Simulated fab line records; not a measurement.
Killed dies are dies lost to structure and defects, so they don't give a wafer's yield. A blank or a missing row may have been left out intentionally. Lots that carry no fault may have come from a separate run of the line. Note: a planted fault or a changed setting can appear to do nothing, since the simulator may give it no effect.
fab line records	flow nand_harc
record: lots: 24	wafers: 72	last_day: 33
route steps=1302 shown P_BONDPAD@352 A_ZERO_WELL@405 A_CHANNEL_HOLE_D1@464 A_CHANNEL_FILL_D1@495
lots that met no fault: from a run of the same line without faults
start_h: the number of hours between the record's first day and the start of the first shown wafer of the lot	wait_h: time in hours since the lot's previous step	" same as the row above	L1.1+2: a single row standing in for several wafers	- either no value or no given start	* or withheld: withheld	< > ~ a bound
route shown NAME@n: names a module that has steps shown in the file, with the first one's number in the route	usual: mean and standard deviation over wafers with no fault	same: alike in all rows	chamber/n: place in a boat	sites: readings site by site	_std_site: standard deviation across them	_edge_site: the outer-site mean with the inner-site mean subtracted	radius_mm: how far each site lies from the wafer's centre	mask NAME#n: copy n	behind: the last tool/chamber to shape the wafer	hold: cause of the lot's hold/its duration in hours/its outcome	device: the transistor (n, p or np) that didn't switch	end of line: the route-end tests of the same wafers	step lacking rows: just its recipe	killed: dies that structure and defects cost at the first sort, which is not the same as the wafer's yield	map: shows each die of a wafer: x if killed, . if not, _ if none is there
set.NAME: the run value of the setting; set.NAME@STEP: its run value at that earlier step	model.NAME: the simulator's own value behind a step, which no gauge read
the route's steps for a sample of lots (tables are steps, rows are wafers)
services: the hour from which a tool's chamber was out of use, counted from the record's first day as start_h (under 0 if before that day), plus the number of hours and why
== steps ==
step: NHARC_P_BONDPAD_CMP_32
recipe: target_thk_nm: 200	material: SiCN
usual: motor_current_A: 11.4/1	retaining_ring_pressure_frac: 0.999/0.0046
lot.wafer	tool	chamber	start_h	wait_h	motor_current_A	retaining_ring_pressure_frac
L074.4	cmp-03	2	133.13	-	13.8	1.002
L074.1	"	0	"	"	12.7	0.997
L074.5	"	2	"	"	13.3	1.002
L075.1	cmp-01	3	141.12	-	11.1	0.998
L075.5	"	2	"	"	10.7	1.004
L075.6	"	3	"	"	10.9	1.000
L076.2	cmp-01	1	153.65	-	11.5	0.994
L076.3	"	2	"	"	10.7	0.999
L076.4	"	3	"	"	10.8	0.994
L077.2	cmp-04	0	159.01	-	10.2	0.999
L077.6	"	0	"	"	9.4	0.996
L077.5	"	1	"	"	11.7	0.992
L078.1	cmp-03	2	169.71	-	12.6	0.998
L078.3	"	0	"	"	12.5	1.012
L078.5	"	1	"	"	9.3	0.998
L079.3	cmp-03	1	180.52	-	9.6	1.000
L079.6	"	1	"	"	9.9	1.002
L079.5	"	2	"	"	13.1	0.999
L080.4	cmp-04	1	196.65	-	11.6	1.004
L080.5	"	2	"	"	11.8	0.992
L080.6	"	3	"	"	10.6	0.995
L081.2	cmp-01	3	204.55	-	10.6	1.001
L081.3	"	0	"	"	11.4	0.994
L081.1	"	2	"	"	11.0	0.996
L082.4	cmp-03	3	212.16	-	11.9	0.999
L082.3	"	2	"	"	13.0	0.994
L082.5	"	3	"	"	11.6	1.004
L083.4	cmp-04	1	226.92	-	11.2	0.996
L083.1	"	2	"	"	12.0	0.997
L083.6	"	1	"	"	12.1	0.996
L084.3	cmp-04	3	234.54	-	11.1	1.001
L084.2	"	0	"	"	9.8	1.000
L084.6	"	3	"	"	10.5	1.005
L085.4	cmp-04	0	244.62	-	10.3	1.008
L085.3	"	2	"	"	12.5	0.998
L085.2	"	3	"	"	11.1	0.999
L086.4	cmp-03	3	247.97	-	11.2	0.995
L086.1	"	0	"	"	12.3	1.004
L086.6	"	2	"	"	13.0	1.000
L087.2	cmp-01	2	260.43	-	11.1	1.001
L087.4	"	1	"	"	12.0	0.991
L087.5	"	2	"	"	11.3	0.999
L088.2	cmp-03	1	286.79	-	9.6	1.003
L088.3	"	2	"	"	13.0	1.000
L088.5	"	0	"	"	12.8	0.996
L089.3	cmp-04	2	287.83	-	12.3	0.998
L089.4	"	1	"	"	12.5	1.001
L089.5	"	2	"	"	12.4	0.994
L090.1	cmp-01	1	296.58	-	11.9	1.000
L090.3	"	2	"	"	10.5	0.993
L090.6	"	1	"	"	12.3	0.998
L091.4	cmp-04	3	299.20	-	10.9	1.002
L091.3	"	0	"	"	9.8	0.995
L091.1	"	2	"	"	12.3	1.005
L092.1	cmp-04	0	314.08	-	10.4	1.000
L092.2	"	2	"	"	12.1	0.998
L092.5	"	3	"	"	10.8	0.999
L093.3	cmp-01	0	329.67	-	11.5	0.996
L093.6	"	2	"	"	11.0	1.006
L093.5	"	3	"	"	10.3	0.998
L094.1	cmp-04	1	330.83	-	11.2	1.008
L094.4	"	3	"	"	10.0	1.004
L094.5	"	0	"	"	10.5	0.995
L095.2	cmp-03	0	347.15	-	12.5	1.005
L095.5	"	3	"	"	11.9	1.002
L095.6	"	0	"	"	12.6	1.006
L096.1	cmp-01	2	351.40	-	11.2	1.006
L096.6	"	1	"	"	12.4	1.003
L096.5	"	2	"	"	11.0	0.998
L097.1	cmp-04	2	358.64	-	12.0	0.998
L097.4	"	0	"	"	10.2	1.001
L097.5	"	2	"	"	12.6	1.001
step: NHARC_P_BONDPAD_OVL_MEAS_38
usual: overlay_x_nm: -1/4.1	overlay_y_nm: 2/5.2
lot.wafer	tool	chamber	start_h	wait_h	overlay_x_nm	overlay_y_nm
L074.1	overlay-01	-	133.91	-	2	0
L074.4	"	-	"	"	2	-1
L074.5	"	-	"	"	2	-1
L075.1	overlay-02	-	142.00	-	-6	-5
L075.5	"	-	"	"	-6	-4
L075.6	"	-	"	"	-6	-5
L076.2	overlay-01	-	154.55	-	0	-3
L076.3	"	-	"	"	0	-4
L076.4	"	-	"	"	0	-4
L077.2	overlay-02	-	159.91	-	6	1
L077.5	"	-	"	"	6	1
L077.6	"	-	"	"	6	0
L078.1	overlay-01	-	170.47	-	-5	6
L078.3	"	-	"	"	-5	6
L078.5	"	-	"	"	-5	6
L079.3	overlay-02	-	181.43	-	0	-3
L079.5	"	-	"	"	0	-3
L079.6	"	-	"	"	0	-3
L080.4	overlay-01	-	197.36	-	0	8
L080.5	"	-	"	"	0	9
L080.6	"	-	"	"	0	9
L081.1	overlay-01	-	205.46	-	-1	-1
L081.2	"	-	"	"	-2	-1
L081.3	"	-	"	"	-2	-2
L082.3	overlay-01	-	212.94	-	-2	0
L082.4	"	-	"	"	-2	1
L082.5	"	-	"	"	-2	0
L083.1	overlay-02	-	227.67	-	-3	4
L083.4	"	-	"	"	-4	4
L083.6	"	-	"	"	-3	4
L084.2	overlay-02	-	235.29	-	-9	4
L084.3	"	-	"	"	-8	4
L084.6	"	-	"	"	-9	4
L085.2	overlay-02	-	245.40	-	-7	6
L085.3	"	-	"	"	-8	6
L085.4	"	-	"	"	-7	6
L086.1	overlay-01	-	248.72	-	2	6
L086.4	"	-	"	"	3	6
L086.6	"	-	"	"	3	5
L087.2	overlay-02	-	261.33	-	-6	7
L087.4	"	-	"	"	-6	7
L087.5	"	-	"	"	-6	8
L088.2	overlay-01	-	287.67	-	-7	7
L088.3	"	-	"	"	-6	7
L088.5	"	-	"	"	-6	7
L089.3	overlay-01	-	288.73	-	6	-6
L089.4	"	-	"	"	5	-7
L089.5	"	-	"	"	5	-7
L090.1	overlay-02	-	297.48	-	-6	10
L090.3	"	-	"	"	-7	11
L090.6	"	-	"	"	-6	11
L091.1	overlay-01	-	300.11	-	0	5
L091.3	"	-	"	"	1	4
L091.4	"	-	"	"	0	4
L092.1	overlay-01	-	314.96	-	-6	-7
L092.2	"	-	"	"	-6	-7
L092.5	"	-	"	"	-7	-7
L093.3	overlay-02	-	330.40	-	3	-2
L093.5	"	-	"	"	3	-3
L093.6	"	-	"	"	3	-2
L094.1	overlay-01	-	331.61	-	0	11
L094.4	"	-	"	"	1	11
L094.5	"	-	"	"	1	11
L095.2	overlay-02	-	348.03	-	1	-3
L095.5	"	-	"	"	1	-3
L095.6	"	-	"	"	1	-2
L096.1	overlay-02	-	352.31	-	3	3
L096.5	"	-	"	"	3	4
L096.6	"	-	"	"	3	4
L097.1	overlay-01	-	359.55	-	0	-1
L097.4	"	-	"	"	0	-1
L097.5	"	-	"	"	-1	-1
step: NHARC_P_BONDPAD_CD_MEAS_13
usual: cd_nm: 499.2/2.5
lot.wafer	tool	chamber	start_h	wait_h	cd_nm
L074.1	cd_sem-03	-	134.35	-	496.8
L074.4	"	-	"	"	496.6
L074.5	"	-	"	"	493.0
L075.1	cd_sem-02	-	142.44	-	503.0
L075.5	"	-	"	"	502.7
L075.6	"	-	"	"	501.4
L076.2	cd_sem-01	-	154.99	-	503.3
L076.3	"	-	"	"	497.8
L076.4	"	-	"	"	502.1
L077.2	cd_sem-01	-	160.35	-	502.5
L077.5	"	-	"	"	499.9
L077.6	"	-	"	"	496.7
L078.1	cd_sem-01	-	170.90	-	498.5
L078.3	"	-	"	"	501.9
L078.5	"	-	"	"	500.7
L079.3	cd_sem-01	-	181.87	-	499.8
L079.5	"	-	"	"	494.8
L079.6	"	-	"	"	500.2
L080.4	cd_sem-01	-	197.81	-	499.6
L080.5	"	-	"	"	498.1
L080.6	"	-	"	"	501.6
L081.1	cd_sem-02	-	205.90	-	498.6
L081.2	"	-	"	"	497.4
L081.3	"	-	"	"	495.6
L082.3	cd_sem-03	-	213.38	-	496.4
L082.4	"	-	"	"	494.1
L082.5	"	-	"	"	498.3
L083.1	cd_sem-02	-	228.11	-	502.1
L083.4	"	-	"	"	503.8
L083.6	"	-	"	"	497.7
L084.2	cd_sem-01	-	235.73	-	500.6
L084.3	"	-	"	"	501.4
L084.6	"	-	"	"	499.6
L085.2	cd_sem-02	-	245.84	-	497.4
L085.3	"	-	"	"	496.7
L085.4	"	-	"	"	495.4
L086.1	cd_sem-02	-	249.16	-	496.6
L086.4	"	-	"	"	498.2
L086.6	"	-	"	"	495.6
L087.2	cd_sem-02	-	261.77	-	500.9
L087.4	"	-	"	"	500.0
L087.5	"	-	"	"	498.5
L088.2	cd_sem-01	-	288.16	-	498.3
L088.3	"	-	"	"	501.6
L088.5	"	-	"	"	499.4
L089.3	cd_sem-02	-	289.22	-	496.9
L089.4	"	-	"	"	500.1
L089.5	"	-	"	"	498.0
L090.1	cd_sem-03	-	297.92	-	499.0
L090.3	"	-	"	"	497.5
L090.6	"	-	"	"	497.1
L091.1	cd_sem-02	-	300.54	-	497.5
L091.3	"	-	"	"	497.4
L091.4	"	-	"	"	501.3
L092.1	cd_sem-03	-	315.40	-	502.0
L092.2	"	-	"	"	501.5
L092.5	"	-	"	"	495.9
L093.3	cd_sem-02	-	330.89	-	501.3
L093.5	"	-	"	"	500.2
L093.6	"	-	"	"	499.9
L094.1	cd_sem-03	-	332.05	-	503.1
L094.4	"	-	"	"	503.9
L094.5	"	-	"	"	502.7
L095.2	cd_sem-02	-	348.52	-	496.9
L095.5	"	-	"	"	496.1
L095.6	"	-	"	"	497.2
L096.1	cd_sem-01	-	352.74	-	503.2
L096.5	"	-	"	"	502.5
L096.6	"	-	"	"	502.3
L097.1	cd_sem-02	-	359.98	-	499.5
L097.4	"	-	"	"	499.0
L097.5	"	-	"	"	500.9
step: NHARC_A_ZERO_WELL_ETCH_13
recipe: target_depth_a: 1200	time_s: 40.1	hbr_flow_sccm: 150	cl2_flow_sccm: 50	rf_w: 400	icp_w: 400	bias_w: 100	chemistry: HBr/Cl2
usual: drypump_motor_current_A: 5.8/0.43	oes_product_au: 1.003/0.0099	throttle_valve_pct: 26.406/0.0093
same: time_s: 40.1
lot.wafer	tool	chamber	start_h	wait_h	drypump_motor_current_A	oes_product_au	rf_hours_counter_h	throttle_valve_pct
L074.4	rie_si-02	3	138.46	-	6.2	1.002	0.2	26.404
L074.1	"	1	"	"	6.2	1.002	0.2	26.407
L074.5	"	3	"	"	6.2	0.993	-	26.396
L075.1	rie_si-04	3	146.21	-	5.5	1.016	0.9	26.409
L075.5	"	3	"	"	5.5	1.012	-	26.411
L075.6	"	1	"	"	5.2	1.000	-	26.410
L076.4	rie_si-06	3	159.06	-	5.6	0.999	0.5	26.416
L076.3	"	1	"	"	5.9	1.014	0.5	26.401
L076.2	"	2	"	"	4.9	1.008	0.5	26.422
L077.2	rie_si-02	2	164.32	-	6.5	1.004	0.4	26.410
L077.6	"	3	"	"	6.2	0.996	-	26.419
L077.5	"	0	"	"	5.6	0.990	-	26.403
L078.1	rie_si-04	3	174.74	-	5.5	1.008	0.0	26.406
L078.3	"	1	"	"	5.2	0.983	0.0	26.412
L078.5	"	2	"	"	6.0	1.002	-	26.414
L079.3	rie_si-04	1	186.02	-	5.3	0.996	0.0	26.406
L079.6	"	2	"	"	6.0	1.011	-	26.388
L079.5	"	3	"	"	5.5	0.999	-	26.411
L080.4	rie_si-06	3	202.18	-	5.6	0.998	0.8	26.391
L080.5	"	2	"	"	4.9	1.003	-	26.407
L080.6	"	3	"	"	5.6	0.996	-	26.421
L081.1	rie_si-02	1	209.82	-	6.2	1.012	0.7	26.415
L081.3	"	2	"	"	6.5	1.002	0.6	26.392
L081.2	"	3	"	"	6.2	1.008	0.6	26.409
L082.4	rie_si-04	3	217.30	-	5.6	1.017	0.2	26.410
L082.3	"	0	"	"	5.6	1.015	0.2	26.398
L082.5	"	2	"	"	6.0	1.016	-	26.406
L083.1	rie_si-06	3	232.05	-	5.6	1.000	1.0	26.395
L083.4	"	2	"	"	4.9	0.997	0.9	26.398
L083.6	"	0	"	"	5.7	1.019	-	26.418
L084.2	rie_si-02	1	239.64	-	6.2	1.000	0.9	26.410
L084.3	"	2	"	"	6.5	1.008	0.8	26.390
L084.6	"	1	"	"	6.2	1.014	-	26.397
L085.3	rie_si-02	0	249.79	-	5.5	0.998	0.9	26.422
L085.4	"	1	"	"	6.2	1.014	0.9	26.404
L085.2	"	2	"	"	6.5	1.009	0.9	26.392
L086.4	rie_si-04	2	253.17	-	6.0	0.995	0.4	26.404
L086.1	"	0	"	"	5.6	1.015	0.5	26.405
L086.6	"	2	"	"	6.0	1.008	-	26.392
L087.2	rie_si-02	0	265.57	-	5.5	1.014	1.0	26.413
L087.4	"	1	"	"	6.2	1.024	1.0	26.407
L087.5	"	3	"	"	6.2	1.017	-	26.399
L088.3	rie_si-06	2	292.12	-	4.9	1.005	0.2	26.393
L088.2	"	1	"	"	5.9	1.010	0.3	26.388
L088.5	"	3	"	"	5.6	0.990	-	26.414
L089.4	rie_si-02	3	293.17	-	6.2	0.993	0.0	26.407
L089.3	"	1	"	"	6.2	1.015	0.0	26.414
L089.5	"	2	"	"	6.5	1.021	-	26.400
L090.3	rie_si-06	2	301.73	-	4.9	0.999	0.3	26.414
L090.1	"	0	"	"	5.7	1.000	0.4	26.413
L090.6	"	1	"	"	5.9	1.008	-	26.406
L091.3	rie_si-02	1	304.40	-	6.2	1.017	0.1	26.405
L091.1	"	3	"	"	6.2	0.995	0.1	26.412
L091.4	"	0	"	"	5.6	1.005	0.1	26.390
L092.2	rie_si-06	0	319.31	-	5.7	1.012	0.4	26.418
L092.1	"	1	"	"	5.9	1.012	0.4	26.405
L092.5	"	1	"	"	5.9	1.001	-	26.397
L093.3	rie_si-06	3	334.68	-	5.6	1.003	0.5	26.398
L093.6	"	3	"	"	5.6	0.991	-	26.409
L093.5	"	0	"	"	5.7	1.014	-	26.428
L094.4	rie_si-04	1	336.08	-	5.3	0.998	1.1	26.403
L094.1	"	2	"	"	6.0	1.010	0.9	26.409
L094.5	"	0	"	"	5.6	1.016	-	26.405
L095.2	rie_si-04	3	352.54	-	5.5	0.985	0.0	26.399
L095.6	"	1	"	"	5.2	0.985	-	26.413
L095.5	"	2	"	"	6.0	0.986	-	26.409
L096.1	rie_si-02	0	356.75	-	5.6	1.000	0.4	26.392
L096.6	"	1	"	"	6.2	1.006	-	26.399
L096.5	"	2	"	"	6.5	1.006	-	26.400
L097.1	rie_si-04	1	363.92	-	5.3	0.983	0.1	26.393
L097.4	"	0	"	"	5.6	1.013	0.1	26.405
L097.5	"	2	"	"	6.0	0.992	-	26.402
step: NHARC_A_CHANNEL_HOLE_D1_INSPECT_12
usual: raw_defect_count: 6/3.1
lot.wafer	tool	chamber	start_h	wait_h	raw_defect_count
L074.1	defect_inspect-01	-	179.72	0.0	5
L074.4	"	-	"	"	2
L074.5	"	-	"	"	2
L075.1	defect_inspect-01	-	185.58	0.0	8
L075.5	"	-	"	"	7
L075.6	"	-	"	"	4
L076.2	defect_inspect-01	-	201.73	0.0	2
L076.3	"	-	"	"	5
L076.4	"	-	"	"	2
L077.2	defect_inspect-01	-	209.33	0.0	3
L077.5	"	-	"	"	4
L077.6	"	-	"	"	10
L078.1	defect_inspect-02	-	213.07	0.0	7
L078.3	"	-	"	"	9
L078.5	"	-	"	"	8
L079.3	defect_inspect-02	-	225.30	0.0	4
L079.5	"	-	"	"	2
L079.6	"	-	"	"	4
L080.4	defect_inspect-01	-	242.69	0.0	5
L080.5	"	-	"	"	8
L080.6	"	-	"	"	1
L081.1	defect_inspect-01	-	252.19	0.0	4
L081.2	"	-	"	"	3
L081.3	"	-	"	"	2
L082.3	defect_inspect-01	-	255.63	0.0	2
L082.4	"	-	"	"	7
L082.5	"	-	"	"	4
L083.1	defect_inspect-01	-	273.55	0.0	4
L083.4	"	-	"	"	4
L083.6	"	-	"	"	1
L084.2	defect_inspect-01	-	280.07	0.0	8
L084.3	"	-	"	"	8
L084.6	"	-	"	"	3
L085.2	defect_inspect-02	-	288.10	0.0	8
L085.3	"	-	"	"	4
L085.4	"	-	"	"	9
L086.1	defect_inspect-01	-	295.74	0.0	3
L086.4	"	-	"	"	8
L086.6	"	-	"	"	4
L087.2	defect_inspect-02	-	303.61	0.0	2
L087.4	"	-	"	"	4
L087.5	"	-	"	"	8
L089.3	defect_inspect-01	-	331.79	0.0	12
L089.4	"	-	"	"	6
L089.5	"	-	"	"	4
L088.2	defect_inspect-02	-	332.02	0.0	4
L088.3	"	-	"	"	8
L088.5	"	-	"	"	3
L091.1	defect_inspect-02	-	339.82	0.0	6
L091.3	"	-	"	"	17
L091.4	"	-	"	"	12
L090.1	defect_inspect-02	-	340.23	0.0	7
L090.3	"	-	"	"	7
L090.6	"	-	"	"	6
L092.1	defect_inspect-02	-	359.87	0.0	9
L092.2	"	-	"	"	7
L092.5	"	-	"	"	9
L094.1	defect_inspect-02	-	376.24	0.0	2
L094.4	"	-	"	"	1
L094.5	"	-	"	"	4
L093.3	defect_inspect-02	-	376.68	0.0	3
L093.5	"	-	"	"	4
L093.6	"	-	"	"	2
L095.2	defect_inspect-02	-	393.46	0.0	6
L095.5	"	-	"	"	1
L095.6	"	-	"	"	6
L096.1	defect_inspect-02	-	394.18	0.0	1
L096.5	"	-	"	"	12
L096.6	"	-	"	"	5
L097.1	defect_inspect-01	-	404.62	0.0	5
L097.4	"	-	"	"	7
L097.5	"	-	"	"	3
step: NHARC_A_CHANNEL_FILL_D1_ALD_15
recipe: target_thk_a: 20	pulse_time_s: 60	ald_cycles: 19	temp_c: 630	pressure_torr: 2	material: SiNx
usual: precursor_pulse_height_rel: 0.997/0.02
same: ald_cycles: 19
lot.wafer	tool	chamber	start_h	wait_h	precursor_pulse_height_rel
L074.1	ald_sin_batch-01	0	-	-	0.999
L074.4	"	0	"	"	0.984
L074.5	"	0	"	"	0.997
L075.1	ald_sin_batch-02	0	-	-	0.977
L075.5	"	0	"	"	0.979
L075.6	"	0	"	"	0.994
L076.2	ald_sin_batch-01	0	-	-	0.962
L076.3	"	0	"	"	0.970
L076.4	"	0	"	"	0.998
L077.2	ald_sin_batch-03	0	-	-	1.004
L077.5	"	0	"	"	0.978
L077.6	"	0	"	"	1.053
L078.1	ald_sin_batch-02	0	-	-	0.970
L078.3	"	0	"	"	0.990
L078.5	"	0	"	"	0.991
L079.3	ald_sin_batch-03	0	-	-	0.998
L079.5	"	0	"	"	1.028
L079.6	"	0	"	"	0.987
L080.4	ald_sin_batch-01	0	-	-	1.041
L080.5	"	0	"	"	1.012
L080.6	"	0	"	"	1.007
L081.1	ald_sin_batch-03	0	-	-	0.984
L081.2	"	0	"	"	1.002
L081.3	"	0	"	"	1.030
L082.3	ald_sin_batch-03	0	-	-	1.008
L082.4	"	0	"	"	1.001
L082.5	"	0	"	"	0.971
L083.1	ald_sin_batch-03	0	-	-	1.025
L083.4	"	0	"	"	1.000
L083.6	"	0	"	"	1.004
L084.2	ald_sin_batch-01	0	-	-	0.967
L084.3	"	0	"	"	1.003
L084.6	"	0	"	"	1.014
L085.2	ald_sin_batch-01	0	-	-	1.007
L085.3	"	0	"	"	1.005
L085.4	"	0	"	"	0.993
L086.1	ald_sin_batch-02	0	-	-	0.991
L086.4	"	0	"	"	0.958
L086.6	"	0	"	"	1.044
L087.2	ald_sin_batch-03	0	-	-	1.027
L087.4	"	0	"	"	1.003
L087.5	"	0	"	"	1.029
L088.2	ald_sin_batch-01	0	-	-	1.000
L088.3	"	0	"	"	1.020
L088.5	"	0	"	"	1.010
L089.3	ald_sin_batch-01	0	-	-	0.986
L089.4	"	0	"	"	1.004
L089.5	"	0	"	"	0.975
L090.1	ald_sin_batch-02	0	-	-	1.008
L090.3	"	0	"	"	0.970
L090.6	"	0	"	"	0.996
L091.1	ald_sin_batch-02	0	-	-	1.014
L091.3	"	0	"	"	0.973
L091.4	"	0	"	"	0.993
L092.1	ald_sin_batch-02	0	-	-	0.995
L092.2	"	0	"	"	0.997
L092.5	"	0	"	"	1.011
L093.3	ald_sin_batch-02	0	-	-	1.016
L093.5	"	0	"	"	1.008
L093.6	"	0	"	"	0.980
L094.1	ald_sin_batch-02	0	-	-	1.001
L094.4	"	0	"	"	0.956
L094.5	"	0	"	"	0.997
L095.2	ald_sin_batch-02	0	-	-	1.002
L095.5	"	0	"	"	0.978
L095.6	"	0	"	"	0.983
L096.1	ald_sin_batch-02	0	-	-	0.998
L096.5	"	0	"	"	1.000
L096.6	"	0	"	"	0.980
L097.1	ald_sin_batch-01	0	-	-	0.985
L097.4	"	0	"	"	1.007
L097.5	"	0	"	"	0.978
== services ==
tool	chamber	start_h	hours	kind
cmp-04	-	112.51	4.0	pm
rie_si-02	-	122.80	0.1	repair
rie_si-04	0	145.83	2.4	repair
rie_si-04	-	165.00	9.0	pm
cmp-04	-	202.21	1.0	repair
cmp-04	-	210.51	4.0	pm
cmp-04	-	216.85	1.9	repair
cmp-04	-	219.82	3.1	repair
cmp-04	-	228.29	3.6	repair
rie_si-04	-	239.01	0.2	repair
cmp-04	-	246.26	2.4	repair
cmp-04	-	250.94	1.8	repair
ald_sin_batch-02	-	266.00	26.0	pm
rie_si-02	-	277.00	9.0	pm
cmp-04	-	308.51	4.0	pm
rie_si-04	0	319.88	4.3	repair
rie_si-04	0	326.49	1.5	repair
rie_si-02	0	336.23	13.1	repair
cmp-04	-	364.39	1.3	repair
rie_si-02	0	367.75	8.3	repair
cmp-04	-	375.25	4.9	repair
cmp-04	-	406.51	4.0	pm
rie_si-02	-	416.65	0.4	repair
cmp-04	-	419.44	0.5	repair
== key ==
fault none
